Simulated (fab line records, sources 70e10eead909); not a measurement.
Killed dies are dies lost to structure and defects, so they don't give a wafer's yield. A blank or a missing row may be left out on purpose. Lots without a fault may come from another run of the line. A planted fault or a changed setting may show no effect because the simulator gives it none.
Which tool did it? | flow nand_harc | 24 lots, 72 wafers sampled, at 6 steps of a route of 1159

WHAT THE GAUGES READ, wafer by wafer
The record holds no reading of a measuring or inspecting step that can be judged against a usual standard deviation.

WHICH TOOL RAN EACH LOT (tool, then ch and the chambers of the sampled wafers, then the start)
lot  | NHARC_A_CONTACT_ETCH_117             | NHARC_A_CONTACT_ETCH_102           | NHARC_A_CONTACT_ETCH_129             | NHARC_A_CONTACT_ETCH_130             | NHARC_A_CONTACT_ETCH_91            | NHARC_A_CONTACT_DEP_85
L074 | har_cap_etch-03 ch 0,1, day 16 03:10 | rie_diel-10 ch 0,2,3, day 16 04:47 | har_cap_etch-01 ch 0,1, day 16 10:07 | har_cap_etch-01 ch 0,1, day 16 10:15 | rie_diel-07 ch 2,3, day 16 11:13   | pecvd-03 ch 0,1,2, day 16 14:38
L076 | har_cap_etch-01 ch 0,1, day 16 14:26 | rie_diel-10 ch 0,2,3, day 16 16:29 | har_cap_etch-03 ch 0,1, day 16 22:20 | har_cap_etch-03 ch 0,1, day 16 22:28 | rie_diel-07 ch 0,1,3, day 16 23:30 | pecvd-03 ch 1,2, day 17 04:49
L075 | har_cap_etch-03 ch 0,1, day 16 14:29 | rie_diel-10 ch 0,2, day 16 16:43   | har_cap_etch-01 ch 1, day 16 22:20   | har_cap_etch-01 ch 1, day 16 22:28   | rie_diel-10 ch 0,1, day 16 23:28   | pecvd-01 ch 0,2, day 17 03:47
L077 | har_cap_etch-03 ch 0,1, day 16 18:52 | rie_diel-07 ch 1,2,3, day 16 20:58 | har_cap_etch-02 ch 0,1, day 17 05:48 | har_cap_etch-02 ch 0,1, day 17 05:59 | rie_diel-10 ch 1,3, day 17 07:13   | pecvd-01 ch 0,1,2, day 17 11:11
L079 | har_cap_etch-02 ch 0,1, day 17 01:49 | rie_diel-03 ch 0,1,2, day 17 03:31 | har_cap_etch-02 ch 1, day 17 11:20   | har_cap_etch-02 ch 1, day 17 11:31   | rie_diel-10 ch 0,1,2, day 17 12:53 | pecvd-04 ch 0,1,2, day 17 16:27
L080 | har_cap_etch-03 ch 0,1, day 17 02:04 | rie_diel-10 ch 1,2,3, day 17 03:44 | har_cap_etch-03 ch 1, day 17 11:23   | har_cap_etch-03 ch 1, day 17 11:32   | rie_diel-10 ch 0,1,2, day 17 12:32 | pecvd-04 ch 1,2, day 17 15:22
L078 | har_cap_etch-01 ch 0,1, day 17 07:17 | rie_diel-07 ch 0,2,3, day 17 09:01 | har_cap_etch-03 ch 0,1, day 17 14:57 | har_cap_etch-03 ch 0,1, day 17 15:05 | rie_diel-10 ch 0,1,3, day 17 16:06 | pecvd-04 ch 0,1, day 17 18:43
L081 | har_cap_etch-02 ch 0,1, day 18 00:47 | rie_diel-10 ch 0,1,3, day 18 02:53 | har_cap_etch-01 ch 0,1, day 18 10:01 | har_cap_etch-01 ch 0,1, day 18 10:10 | rie_diel-03 ch 0,3, day 18 11:11   | pecvd-04 ch 0,1, day 18 14:32
L082 | har_cap_etch-03 ch 0,1, day 18 14:31 | rie_diel-10 ch 2,3, day 18 16:11   | har_cap_etch-02 ch 0,1, day 18 21:33 | har_cap_etch-02 ch 0,1, day 18 21:41 | rie_diel-10 ch 0,1, day 18 22:41   | pecvd-04 ch 1,2, day 19 01:12
L083 | har_cap_etch-02 ch 0,1, day 18 14:35 | rie_diel-10 ch 0,2, day 18 16:26   | har_cap_etch-01 ch 0,1, day 18 22:59 | har_cap_etch-01 ch 0,1, day 18 23:07 | rie_diel-10 ch 1,2, day 19 00:07   | pecvd-04 ch 0,2, day 19 04:23
L084 | har_cap_etch-03 ch 0,1, day 18 19:52 | rie_diel-10 ch 0,1,2, day 18 21:29 | har_cap_etch-01 ch 0,1, day 19 03:21 | har_cap_etch-01 ch 0,1, day 19 03:29 | rie_diel-03 ch 0,3, day 19 04:26   | pecvd-03 ch 0,1, day 19 09:08
L086 | har_cap_etch-03 ch 0,1, day 19 02:05 | rie_diel-10 ch 0,2,3, day 19 04:19 | har_cap_etch-01 ch 0,1, day 19 10:49 | har_cap_etch-01 ch 0,1, day 19 11:01 | rie_diel-10 ch 1,2,3, day 19 12:16 | pecvd-01 ch 0,1,2, day 19 14:49
L087 | har_cap_etch-02 ch 0, day 19 03:02   | rie_diel-07 ch 0,1, day 19 04:56   | har_cap_etch-01 ch 1, day 19 13:31   | har_cap_etch-01 ch 1, day 19 13:40   | rie_diel-07 ch 0,2,3, day 19 14:41 | pecvd-03 ch 0,1,2, day 19 17:10
L088 | har_cap_etch-03 ch 1, day 19 10:22   | rie_diel-10 ch 0,2,3, day 19 12:02 | har_cap_etch-03 ch 0,1, day 19 17:29 | har_cap_etch-03 ch 0,1, day 19 17:38 | rie_diel-10 ch 0,2,3, day 19 18:39 | pecvd-03 ch 0,2, day 19 21:17
L085 | har_cap_etch-02 ch 0,1, day 19 11:32 | rie_diel-07 ch 0,2, day 19 13:19   | har_cap_etch-01 ch 0,1, day 19 18:42 | har_cap_etch-01 ch 0,1, day 19 18:50 | rie_diel-10 ch 1,2,3, day 19 19:50 | pecvd-03 ch 0,2, day 19 22:22
L090 | har_cap_etch-02 ch 0,1, day 20 06:04 | rie_diel-07 ch 0,2,3, day 20 07:44 | har_cap_etch-01 ch 0,1, day 20 14:29 | har_cap_etch-01 ch 0,1, day 20 14:40 | rie_diel-10 ch 1,2, day 20 15:52   | pecvd-04 ch 0,1,2, day 20 19:12
L089 | har_cap_etch-03 ch 0,1, day 20 06:21 | rie_diel-10 ch 2,3, day 20 08:00   | har_cap_etch-02 ch 0,1, day 20 14:21 | har_cap_etch-02 ch 0,1, day 20 14:29 | rie_diel-03 ch 0,1,3, day 20 15:33 | pecvd-01 ch 1,2, day 20 17:59
L091 | har_cap_etch-03 ch 0,1, day 20 16:35 | rie_diel-10 ch 0,3, day 20 18:13   | har_cap_etch-02 ch 0,1, day 20 23:52 | har_cap_etch-02 ch 0,1, day 21 00:01 | rie_diel-03 ch 0,1, day 21 00:59   | pecvd-01 ch 0,1,2, day 21 03:57
L092 | har_cap_etch-02 ch 0,1, day 20 18:17 | rie_diel-07 ch 0,1, day 20 19:59   | har_cap_etch-01 ch 0,1, day 21 01:28 | har_cap_etch-01 ch 0,1, day 21 01:37 | rie_diel-07 ch 0,1,2, day 21 02:37 | pecvd-01 ch 0,1, day 21 05:14
L094 | har_cap_etch-01 ch 0,1, day 21 19:53 | rie_diel-03 ch 0,2,3, day 21 21:40 | har_cap_etch-02 ch 0,1, day 22 03:01 | har_cap_etch-02 ch 0,1, day 22 03:09 | rie_diel-07 ch 0,1,3, day 22 04:09 | pecvd-01 ch 0,2, day 22 07:06
L095 | har_cap_etch-03 ch 0,1, day 21 22:43 | rie_diel-10 ch 0,1,3, day 22 00:31 | har_cap_etch-03 ch 0,1, day 22 05:51 | har_cap_etch-03 ch 0,1, day 22 05:59 | rie_diel-10 ch 0,2,3, day 22 07:05 | pecvd-01 ch 0,1,2, day 22 10:24
L093 | har_cap_etch-01 ch 0,1, day 22 04:35 | rie_diel-10 ch 0,2,3, day 22 06:14 | har_cap_etch-02 ch 0,1, day 22 11:45 | har_cap_etch-02 ch 0,1, day 22 11:56 | rie_diel-10 ch 0,1,2, day 22 13:13 | pecvd-01 ch 0,1, day 22 16:35
L096 | har_cap_etch-02 ch 0,1, day 22 06:37 | rie_diel-10 ch 2,3, day 22 08:28   | har_cap_etch-02 ch 0,1, day 22 14:37 | har_cap_etch-02 ch 0,1, day 22 14:48 | rie_diel-10 ch 0,3, day 22 15:51   | pecvd-01 ch 0,1,2, day 22 19:16
L097 | har_cap_etch-01 ch 0, day 22 08:38   | rie_diel-10 ch 1,3, day 22 10:35   | har_cap_etch-01 ch 1, day 22 18:13   | har_cap_etch-01 ch 1, day 22 18:21   | rie_diel-03 ch 0,1,2, day 22 19:20 | pecvd-03 ch 0,1, day 22 22:36
- NHARC_A_CONTACT_ETCH_117: etches the open film in C4F8/O2/Ar, time 94 s, target depth 922 nm.
- NHARC_A_CONTACT_ETCH_102: etches the open film in CF4/O2, target depth 70 nm, overetch 7 nm, time 38.5 s.
- NHARC_A_CONTACT_ETCH_129: etches the open film in C4F8/O2/Ar, time 155 s, target depth 956 nm.
- NHARC_A_CONTACT_ETCH_130: etches the open film in C4F8/O2/Ar, time 155 s, target depth 956 nm.
- NHARC_A_CONTACT_ETCH_91: etches the open film in CH3F/O2, target depth 40 nm, time 85.7 s.
- NHARC_A_CONTACT_DEP_85: deposits SiON, target thk 50 nm.

WHAT THE TOOLS THEMSELVES READ (means of the sampled wafers that have a number; where no wafer has one, the mark that the record gives instead)
NHARC_A_CONTACT_ETCH_102. Usual: drypump_motor_current_A 5.77 A, standard deviation 0.28; oes_product_au 1.000 a.u., standard deviation 0.0083; rf_vpp_V 198.3 V, standard deviation 1.5; showerhead_plenum_p_Torr 1.37 Torr, standard deviation 0.055; throttle_valve_pct 13.398 %, standard deviation 0.0078.
lot  | tool        | drypump_motor_current_A (A) | oes_product_au (a.u.) | rf_vpp_V (V) | showerhead_plenum_p_Torr (Torr) | throttle_valve_pct (%) | flag
L074 | rie_diel-10 | 5.72                        | 0.997                 | 198.6        | 1.40                            | 13.396                 |
L076 | rie_diel-10 | 5.74                        | 0.996                 | 199.5        | 1.40                            | 13.391                 |
L075 | rie_diel-10 | 5.78                        | 0.999                 | 198.0        | 1.39                            | 13.395                 |
L077 | rie_diel-07 | 5.79                        | 0.999                 | 196.7        | 1.29                            | 13.399                 |
L079 | rie_diel-03 | 5.66                        | 1.001                 | 198.1        | 1.37                            | 13.407                 |
L080 | rie_diel-10 | 5.83                        | 1.002                 | 199.1        | 1.38                            | 13.395                 |
L078 | rie_diel-07 | 5.99                        | 1.010                 | 198.0        | 1.35                            | 13.404                 |
L081 | rie_diel-10 | 5.60                        | 1.005                 | 199.0        | 1.38                            | 13.391                 |
L082 | rie_diel-10 | 5.94                        | 0.998                 | 199.8        | 1.40                            | 13.396                 |
L083 | rie_diel-10 | 5.80                        | 1.011                 | 199.6        | 1.38                            | 13.400                 |
L084 | rie_diel-10 | 5.64                        | 1.002                 | 198.2        | 1.37                            | 13.391                 |
L086 | rie_diel-10 | 5.75                        | 0.991                 | 199.1        | 1.40                            | 13.401                 |
L087 | rie_diel-07 | 6.01                        | 0.992                 | 198.6        | 1.37                            | 13.398                 |
L088 | rie_diel-10 | 5.74                        | 0.992                 | 199.0        | 1.40                            | 13.405                 |
L085 | rie_diel-07 | 6.16                        | 0.995                 | 198.9        | 1.37                            | 13.399                 |
L090 | rie_diel-07 | 5.99                        | 0.991                 | 197.8        | 1.35                            | 13.395                 |
L089 | rie_diel-10 | 5.94                        | 1.006                 | 199.6        | 1.40                            | 13.398                 |
L091 | rie_diel-10 | 5.68                        | 1.006                 | 199.4        | 1.41                            | 13.405                 |
L092 | rie_diel-07 | 6.02                        | 0.989                 | 198.2        | 1.37                            | 13.403                 |
L094 | rie_diel-03 | 5.75                        | 1.005                 | 198.1        | 1.35                            | 13.393                 |
L095 | rie_diel-10 | 5.62                        | 0.992                 | 198.6        | 1.38                            | 13.399                 |
L093 | rie_diel-10 | 5.73                        | 1.003                 | 198.9        | 1.39                            | 13.394                 |
L096 | rie_diel-10 | 6.00                        | 1.002                 | 199.1        | 1.38                            | 13.405                 |
L097 | rie_diel-10 | 5.71                        | 0.996                 | 197.9        | 1.35                            | 13.395                 |

NHARC_A_CONTACT_ETCH_91. Usual: ch3f_flow_sccm 49.99 sccm, standard deviation 0.14; drypump_motor_current_A 5.76 A, standard deviation 0.27; oes_product_au 0.95 a.u., standard deviation 0.035; rf_vpp_V 245.0 V, standard deviation 1.6; showerhead_plenum_p_Torr 2.51 Torr, standard deviation 0.092; throttle_valve_pct 20.662 %, standard deviation 0.0098.
lot  | tool        | ch3f_flow_sccm (sccm) | drypump_motor_current_A (A) | oes_product_au (a.u.) | rf_vpp_V (V) | showerhead_plenum_p_Torr (Torr) | throttle_valve_pct (%) | flag
L074 | rie_diel-07 | 50.02                 | 5.81                        | 0.93                  | 243.7        | 2.45                            | 20.658                 |
L076 | rie_diel-07 | 50.11                 | 5.84                        | 0.93                  | 243.9        | 2.48                            | 20.665                 |
L075 | rie_diel-10 | 50.11                 | 5.51                        | 0.93                  | 245.7        | 2.50                            | 20.664                 |
L077 | rie_diel-10 | 49.90                 | 5.70                        | 0.92                  | 245.5        | 2.50                            | 20.661                 |
L079 | rie_diel-10 | 49.90                 | 5.67                        | 0.92                  | 244.6        | 2.52                            | 20.671                 |
L080 | rie_diel-10 | 50.00                 | 5.66                        | 0.93                  | 245.3        | 2.52                            | 20.673                 |
L078 | rie_diel-10 | 50.01                 | 5.62                        | 0.92                  | 245.9        | 2.55                            | 20.658                 |
L081 | rie_diel-03 | 50.11                 | 5.86                        | 1.01                  | 244.8        | 2.50                            | 20.668                 |
L082 | rie_diel-10 | 49.95                 | 5.42                        | 0.93                  | 245.8        | 2.53                            | 20.664                 |
L083 | rie_diel-10 | 50.10                 | 5.77                        | 0.94                  | 245.2        | 2.47                            | 20.660                 |
L084 | rie_diel-03 | 49.99                 | 5.67                        | 1.00                  | 244.3        | 2.49                            | 20.658                 |
L086 | rie_diel-10 | 49.88                 | 5.87                        | 0.93                  | 246.0        | 2.52                            | 20.665                 |
L087 | rie_diel-07 | 49.87                 | 6.00                        | 0.95                  | 245.2        | 2.48                            | 20.661                 |
L088 | rie_diel-10 | 49.99                 | 5.75                        | 0.92                  | 245.8        | 2.57                            | 20.647                 |
L085 | rie_diel-10 | 50.10                 | 5.85                        | 1.00                  | 244.9        | 2.52                            | 20.663                 |
L090 | rie_diel-10 | 50.06                 | 5.91                        | 1.00                  | 245.2        | 2.50                            | 20.660                 |
L089 | rie_diel-03 | 50.08                 | 5.78                        | 1.01                  | 244.8        | 2.53                            | 20.666                 |
L091 | rie_diel-03 | 50.02                 | 5.67                        | 0.93                  | 245.6        | 2.56                            | 20.668                 |
L092 | rie_diel-07 | 49.92                 | 5.97                        | 0.92                  | 243.0        | 2.41                            | 20.655                 |
L094 | rie_diel-07 | 49.94                 | 5.85                        | 0.92                  | 245.0        | 2.46                            | 20.665                 |
L095 | rie_diel-10 | 50.10                 | 5.77                        | 0.93                  | 245.2        | 2.57                            | 20.665                 |
L093 | rie_diel-10 | 49.95                 | 5.65                        | 0.92                  | 246.4        | 2.51                            | 20.664                 |
L096 | rie_diel-10 | 49.94                 | 5.50                        | 0.92                  | 246.0        | 2.59                            | 20.662                 |
L097 | rie_diel-03 | 49.89                 | 5.68                        | 1.00                  | 245.6        | 2.51                            | 20.661                 |

NHARC_A_CONTACT_DEP_85. Usual: heater_power_w 773 W, standard deviation 110.
lot  | tool     | heater_power_w (W) | flag
L074 | pecvd-03 | 802                |
L076 | pecvd-03 | 762                |
L075 | pecvd-01 | 802                |
L077 | pecvd-01 | 763                |
L079 | pecvd-04 | 795                |
L080 | pecvd-04 | 831                |
L078 | pecvd-04 | 751                |
L081 | pecvd-04 | 859                |
L082 | pecvd-04 | 686                |
L083 | pecvd-04 | 917                |
L084 | pecvd-03 | 815                |
L086 | pecvd-01 | 682                |
L087 | pecvd-03 | 779                |
L088 | pecvd-03 | 717                |
L085 | pecvd-03 | 676                |
L090 | pecvd-04 | 826                |
L089 | pecvd-01 | 617                |
L091 | pecvd-01 | 737                |
L092 | pecvd-01 | 727                |
L094 | pecvd-01 | 760                |
L095 | pecvd-01 | 754                |
L093 | pecvd-01 | 797                |
L096 | pecvd-01 | 731                |
L097 | pecvd-03 | 756                |

THE ANSWER, worked out from the rows above alone
Rule: a lot is off if the mean of its wafers that have a number lies more than 3 standard deviations from the usual mean. A lot without any number at a reading at which 4 lots or more have one is off too. The other lots that the step has rows for count as sound. The gauges are gone through in route order, then the tools' own readings, and for those a lot's mean is taken as printed above. The first step at which some lot is off is used, and at that step the reading that is off furthest; a lot without a number counts as furthest.
No lot is off at any reading shown: from this, nothing can be told.

WHAT THE SIMULATOR HAD PUT IN
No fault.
